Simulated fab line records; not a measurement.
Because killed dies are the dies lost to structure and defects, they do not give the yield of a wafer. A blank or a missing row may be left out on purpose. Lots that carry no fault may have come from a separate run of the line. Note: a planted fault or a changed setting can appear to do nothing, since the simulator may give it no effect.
fab line records	flow n5_finfet
record lots=10	wafers=30	last_day=17
route steps=1938 shown BEOL_M8@1353
lots with no fault: from the same line, run without faults
start_h: hours from the record's first day to the start of the lot's first wafer shown	wait_h: hours since the lot's step before	" identical to the entry in the row above	L1.1+2: a single row standing in for several wafers	- no value, or no start was given	* or withheld: withheld	< > ~ a bound
route shown NAME@n: names a module that has steps shown in the file, with the first one's number in the route	usual: average and standard deviation across the fault-free wafers	same: alike in all rows	chamber/n: place in a boat	sites: each site's reading	_std_site: standard deviation of those values	_edge_site: mean of outer sites minus mean of inner sites	radius_mm: for every site, how far away it sits from the centre of the wafer	mask NAME#n: copy n	behind: the most recent tool/chamber to have shaped the wafer	hold: cause of the lot's hold/its duration in hours/its outcome	device: whichever transistor did not switch (one of n, p or np)	end of line: the same wafers' tests at the end of the route	step lacking rows: just its recipe	killed: not the wafer's yield, but the dies lost to structure and defects at the first sort	map: shows each die of a wafer: x if killed, . if not, _ if none is there
set.NAME: setting as actually run; set.NAME@STEP: the setting as run at that earlier step	model.NAME: the simulator's own value behind a step, which no gauge read
a sample of lots followed through the steps of the route, with each step as a table and each wafer as a row
services: the hour from which a tool's chamber was out of use, counted from the record's first day as start_h (under 0 if before that day), plus the number of hours and why
## steps
# step N5_BEOL_M8_HM_OPEN_17
# recipe chemistry=Cl2/BCl3	target_depth_a=200	overetch_a=60	target=TiN	mask_material=SOC	ion_energy_ev=150	pressure_mtorr=10	icp_w=1000	bias_w=126	Cl2_flow_sccm=53.25	bcl3_flow_sccm=21.75	Ar_flow_sccm=25
# usual drypump_motor_current_A=5.6/0.37	oes_product_au=0.72/0.037	throttle_valve_pct=22.25/0.18
lot.wafer	tool	chamber	start_h	wait_h	drypump_motor_current_A	oes_product_au	rf_hours_counter_h	throttle_valve_pct
L866.2	rie_metal-02	1	195.75	0.0	5.6	0.66	41	22.11
L866.3	"	1	"	"	5.6	0.66	-	22.11
L866.4	"	0	"	"	5.4	0.73	-	22.24
L870.1	rie_metal-01	1	224.19	0.0	5.5	0.75	12	22.41
L870.5	"	1	"	"	5.6	0.74	-	22.45
L870.6	"	0	"	"	6.3	0.74	-	22.04
L872.4	rie_metal-01	1	248.91	0.1	5.6	0.74	-	22.43
L872.5	"	0	"	"	6.3	0.71	-	22.07
L872.6	"	1	"	"	5.6	0.73	-	22.43
L875.1	rie_metal-01	0	250.58	0.0	6.3	0.73	18	22.06
L875.3	"	0	"	"	6.3	0.73	-	22.06
L875.5	"	1	"	"	5.6	0.73	-	22.44
L873.1	rie_metal-01	0	250.67	0.1	6.3	0.72	18	22.06
L873.2	"	1	"	"	5.6	0.74	14	22.43
L873.5	"	1	"	"	5.5	0.75	-	22.40
L877.1	rie_metal-01	0	262.94	0.0	6.2	0.72	20	22.04
L877.4	"	0	"	"	6.2	0.72	-	22.07
L877.5	"	0	"	"	6.2	0.72	-	22.06
L884.3	rie_metal-03	1	297.13	0.1	5.5	0.71	-	22.55
L884.4	"	0	"	"	5.2	0.75	-	22.15
L884.5	"	0	"	"	5.2	0.74	-	22.19
L886.1	rie_metal-02	1	324.63	0.0	5.6	0.64	55	22.14
L886.2	"	0	"	"	5.4	0.68	22	22.25
L886.4	"	1	"	"	5.6	0.63	-	22.14
L889.1	rie_metal-03	0	338.91	0.0	5.2	0.75	13	22.13
L889.2	"	1	"	"	5.6	0.70	26	22.55
L889.6	"	1	"	"	5.6	0.71	-	22.53
L888.1	rie_metal-03	0	340.91	0.0	5.2	0.73	13	22.19
L888.2	"	1	"	"	5.5	0.70	26	22.57
L888.3	"	1	"	"	5.5	0.71	-	22.55
# step N5_BEOL_M8_DESCUM_33
# recipe chemistry=O2	time_s=7	source_power_w=50	bias_power_w=20	pressure_mtorr=20	rf_frequency_hz=2.712e+07	temp_c=40	resist=CAR-EUV	o2_flow_sccm=225
# usual drypump_motor_current_A=5.6/0.34	oes_product_au=0.80/0.077	rf_vpp_V=243.5/1.3	showerhead_plenum_p_Torr=2.12/0.055	throttle_valve_pct=20.45/0.28
lot.wafer	tool	chamber	start_h	wait_h	drypump_motor_current_A	oes_product_au	rf_hours_counter_h	rf_vpp_V	showerhead_plenum_p_Torr	throttle_valve_pct
L866.2	rie_diel-04	0	197.54	0.2	6.2	0.86	50	242.5	2.14	20.21
L866.3	"	3	"	"	6.2	0.78	86	242.0	2.03	20.27
L866.4	"	2	"	"	5.5	0.70	201	244.0	2.12	19.95
L870.1	rie_diel-01	1	225.52	0.0	5.6	0.73	213	243.2	2.17	20.90
L870.5	"	0	"	"	5.1	0.84	-	241.7	2.14	20.38
L870.6	"	3	"	"	5.5	0.82	-	242.6	2.12	20.64
L872.4	rie_diel-01	3	249.77	0.0	5.5	0.82	92	243.6	2.12	20.65
L872.5	"	0	"	"	5.1	0.84	-	243.7	2.14	20.42
L872.6	"	3	"	"	5.5	0.81	-	244.2	2.12	20.66
L875.1	rie_diel-01	3	251.90	0.0	5.5	0.81	93	242.3	2.12	20.65
L875.3	"	1	"	"	5.6	0.72	223	245.0	2.16	20.92
L875.5	"	3	"	"	5.5	0.81	-	242.4	2.12	20.68
L873.1	rie_diel-01	0	252.30	0.3	5.1	0.82	60	245.3	2.14	20.41
L873.2	"	1	"	"	5.6	0.72	223	244.4	2.16	20.94
L873.5	"	0	"	"	5.1	0.82	-	244.3	2.14	20.42
L877.1	rie_diel-01	3	265.81	0.2	5.5	0.80	98	243.3	2.12	20.68
L877.4	"	0	"	"	5.1	0.83	66	242.6	2.14	20.41
L877.5	"	0	"	"	5.1	0.82	-	244.3	2.14	20.43
L884.3	rie_diel-04	0	299.08	0.2	6.2	0.83	80	241.6	2.12	20.26
L884.4	"	0	"	"	6.2	0.84	-	243.1	2.12	20.25
L884.5	"	1	"	"	5.4	0.67	-	242.4	2.07	20.43
L886.1	rie_diel-04	1	325.68	0.0	5.4	0.94	2	241.4	2.07	20.09
L886.2	"	3	"	"	6.2	0.75	133	241.6	2.01	20.35
L886.4	"	0	"	"	6.2	0.81	91	243.8	2.12	20.27
L889.1	rie_diel-01	2	340.01	0.0	5.9	0.85	48	245.9	2.20	20.59
L889.2	"	0	"	"	5.1	0.78	95	242.8	2.13	20.44
L889.6	"	1	"	"	5.6	0.99	-	244.3	2.15	20.58
L888.1	rie_diel-04	1	342.48	0.3	5.4	0.92	6	242.8	2.06	20.12
L888.2	"	0	"	"	6.2	0.80	99	242.8	2.12	20.29
L888.3	"	3	"	"	6.1	0.74	140	241.1	2.01	20.35
# step N5_BEOL_M8_VIA_ETCH_34
# recipe chemistry=C4F6/O2	target=SiCOH_lowk	target_depth_a=1255	mask_material=SOC	taper_deg=4	time_s=50.5	ion_energy_ev=250	pressure_mtorr=30	source_w=345	bias_w=185	Ar_flow_sccm=300	C4F6_flow_sccm=10	O2_flow_sccm=10
# usual drypump_motor_current_A=5.7/0.33	oes_product_au=0.80/0.076	rf_vpp_V=670/19	showerhead_plenum_p_Torr=2.88/0.08	throttle_valve_pct=20.90/0.24
lot.wafer	tool	chamber	start_h	wait_h	drypump_motor_current_A	oes_product_au	rf_hours_counter_h	rf_vpp_V	showerhead_plenum_p_Torr	throttle_valve_pct
L866.2	rie_diel-04	0	197.72	0.0	6.2	0.87	50	690	2.88	20.55
L866.3	"	3	"	"	6.1	0.78	86	670	2.79	20.90
L866.4	"	2	"	"	5.5	0.72	201	639	2.94	20.70
L870.1	rie_diel-01	1	225.70	0.0	5.6	0.73	213	682	2.90	21.11
L870.5	"	0	"	"	5.1	0.86	-	645	2.87	20.66
L870.6	"	3	"	"	5.5	0.81	-	684	2.84	20.87
L872.4	rie_diel-01	3	249.95	0.0	5.5	0.80	92	684	2.84	20.90
L872.5	"	0	"	"	5.2	0.84	-	644	2.87	20.66
L872.6	"	3	"	"	5.5	0.80	-	683	2.84	20.88
L875.1	rie_diel-01	3	252.08	0.0	5.5	0.80	93	682	2.84	20.90
L875.3	"	1	"	"	5.6	0.71	223	683	2.90	21.15
L875.5	"	3	"	"	5.5	0.80	-	683	2.84	20.89
L873.1	rie_diel-01	0	252.48	0.0	5.1	0.84	60	644	2.87	20.66
L873.2	"	1	"	"	5.6	0.71	223	682	2.90	21.15
L873.5	"	0	"	"	5.1	0.84	-	644	2.87	20.68
L877.1	rie_diel-01	3	265.99	0.0	5.5	0.80	98	683	2.84	20.89
L877.4	"	0	"	"	5.2	0.83	66	643	2.86	20.68
L877.5	"	0	"	"	5.1	1.05	-	644	2.86	20.74
L884.3	rie_diel-04	0	299.26	0.0	6.2	0.82	80	691	2.87	20.59
L884.4	"	0	"	"	6.2	0.81	-	691	2.87	20.58
L884.5	"	1	"	"	5.4	0.67	-	685	2.81	20.88
L886.1	rie_diel-04	1	325.86	0.0	5.4	0.95	2	687	2.81	20.54
L886.2	"	3	"	"	6.2	0.74	133	670	2.77	20.96
L886.4	"	0	"	"	6.2	0.81	91	692	2.86	20.62
L889.1	rie_diel-01	2	340.19	0.0	5.9	0.84	48	668	3.05	21.35
L889.2	"	0	"	"	5.1	0.79	95	644	2.85	20.72
L889.6	"	1	"	"	5.6	0.99	-	683	2.89	20.81
L888.1	rie_diel-04	1	342.66	0.0	5.4	0.93	6	685	2.80	20.54
L888.2	"	0	"	"	6.2	0.81	99	691	2.86	20.60
L888.3	"	3	"	"	6.1	0.73	140	671	2.77	20.98
# step N5_BEOL_M8_ETCH_41
# recipe chemistry=CH3F/O2	target=SiCN	target_depth_a=319	taper_deg=2	time_s=57.8	ion_energy_ev=120	mask_material=TiN	pressure_mtorr=30	source_w=395	bias_w=75	Ar_flow_sccm=150	CH3F_flow_sccm=30	O2_flow_sccm=20
# usual drypump_motor_current_A=5.6/0.34	oes_product_au=0.80/0.076	rf_vpp_V=297.8/1.5	showerhead_plenum_p_Torr=2.02/0.058	throttle_valve_pct=16.32/0.21
lot.wafer	tool	chamber	start_h	wait_h	drypump_motor_current_A	oes_product_au	rf_hours_counter_h	rf_vpp_V	showerhead_plenum_p_Torr	throttle_valve_pct
L866.2	rie_diel-04	0	-	-	6.2	0.87	50	298.8	2.02	15.94
L866.3	"	3	"	"	6.1	0.78	86	294.5	1.96	16.25
L866.4	"	2	"	"	5.4	0.71	201	298.5	2.07	16.15
L870.1	rie_diel-01	1	-	-	5.6	0.72	213	299.0	2.04	16.59
L870.5	"	0	"	"	5.1	0.87	-	298.6	2.02	16.13
L870.6	"	3	"	"	5.6	0.82	-	296.3	2.00	16.33
L872.4	rie_diel-01	3	-	-	5.5	0.80	93	297.4	2.00	16.36
L872.5	"	0	"	"	5.1	0.83	-	298.5	2.02	16.14
L872.6	"	3	"	"	5.5	0.79	-	299.2	2.00	16.35
L875.1	rie_diel-01	3	-	-	5.5	0.80	94	298.1	2.00	16.36
L875.3	"	1	"	"	5.6	0.71	223	298.3	2.04	16.62
L875.5	"	3	"	"	5.5	0.79	-	296.9	2.00	16.34
L873.1	rie_diel-01	0	-	-	5.1	0.84	60	298.0	2.02	16.14
L873.2	"	1	"	"	5.5	0.72	223	297.1	2.04	16.62
L873.5	"	0	"	"	5.1	0.84	-	298.5	2.02	16.14
L877.1	rie_diel-01	3	-	-	5.5	0.80	98	299.9	2.00	16.38
L877.4	"	0	"	"	5.1	0.84	66	297.9	2.02	16.15
L877.5	"	0	"	"	5.1	0.83	-	297.5	2.02	16.17
L884.3	rie_diel-04	0	-	-	6.2	0.83	80	297.3	2.01	16.01
L884.4	"	0	"	"	6.2	0.83	-	299.9	2.01	16.01
L884.5	"	1	"	"	5.4	0.67	-	296.7	1.97	16.38
L886.1	rie_diel-04	1	-	-	5.4	0.95	2	296.2	1.97	15.91
L886.2	"	3	"	"	6.1	0.72	133	294.7	1.94	16.34
L886.4	"	0	"	"	6.2	0.81	91	297.6	2.01	16.04
L889.1	rie_diel-01	2	-	-	5.9	0.85	48	300.3	2.15	16.62
L889.2	"	0	"	"	5.1	0.79	95	297.8	2.01	16.20
L889.6	"	1	"	"	5.6	1.00	-	297.9	2.03	16.19
L888.1	rie_diel-04	1	-	-	5.4	0.92	6	297.1	1.97	15.94
L888.2	"	0	"	"	6.2	0.81	99	298.2	2.01	16.04
L888.3	"	3	"	"	6.2	0.73	140	295.3	1.94	16.36
## services
tool	chamber	start_h	hours	kind
rie_diel-01	1	173.91	5.0	repair
rie_metal-02	1	182.90	7.5	repair
rie_diel-01	2	201.16	-	clean
rie_diel-01	2	201.16	-	consumable_replace:focus_ring
rie_diel-01	2	201.16	-	consumable_replace:showerhead
rie_diel-01	2	201.16	13.0	scheduled_down
rie_diel-01	2	201.16	13.0	vent_cycle
rie_diel-04	1	204.77	9.1	repair
rie_metal-02	0	216.12	14.3	repair
rie_metal-02	1	247.14	1.0	repair
rie_metal-01	1	257.34	21.6	repair
rie_metal-03	1	268.52	2.2	repair
rie_metal-01	0	268.57	3.3	repair
rie_diel-04	0	276.72	15.8	repair
rie_metal-02	0	277.96	4.4	repair
rie_diel-04	3	290.02	5.1	repair
rie_diel-04	2	293.54	9.1	repair
rie_diel-04	1	302.68	-	clean
rie_diel-01	1	325.37	-	clean
rie_diel-01	1	325.37	-	consumable_replace:focus_ring
rie_diel-01	1	325.37	12.6	scheduled_down
rie_diel-01	1	325.37	12.6	vent_cycle
rie_diel-04	3	327.77	1.6	repair
rie_metal-02	1	338.72	3.2	repair
## key
first_sign step=N5_BEOL_M8_VIA_ETCH_34	reading=oes_product_au	direction=up	sigmas=3.4	usual=0.80	struck=1.05
effect none on later readings
met_at N5_BEOL_M8_VIA_ETCH_34
struck_lots L877
struck_wafers L877.5
not_acting_at N5_BEOL_M8_HM_OPEN_17,N5_BEOL_M8_DESCUM_33,N5_BEOL_M8_ETCH_41
onset_between 252.48 265.99
fault kind=process_parameter_drift	tool=rie_diel-01	chamber=-	onset_h=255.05	steps=N5_BEOL_M8_VIA_ETCH_34	channel=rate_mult	offset=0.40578	shape=step	end_h=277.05	scope=struck_wafers_only
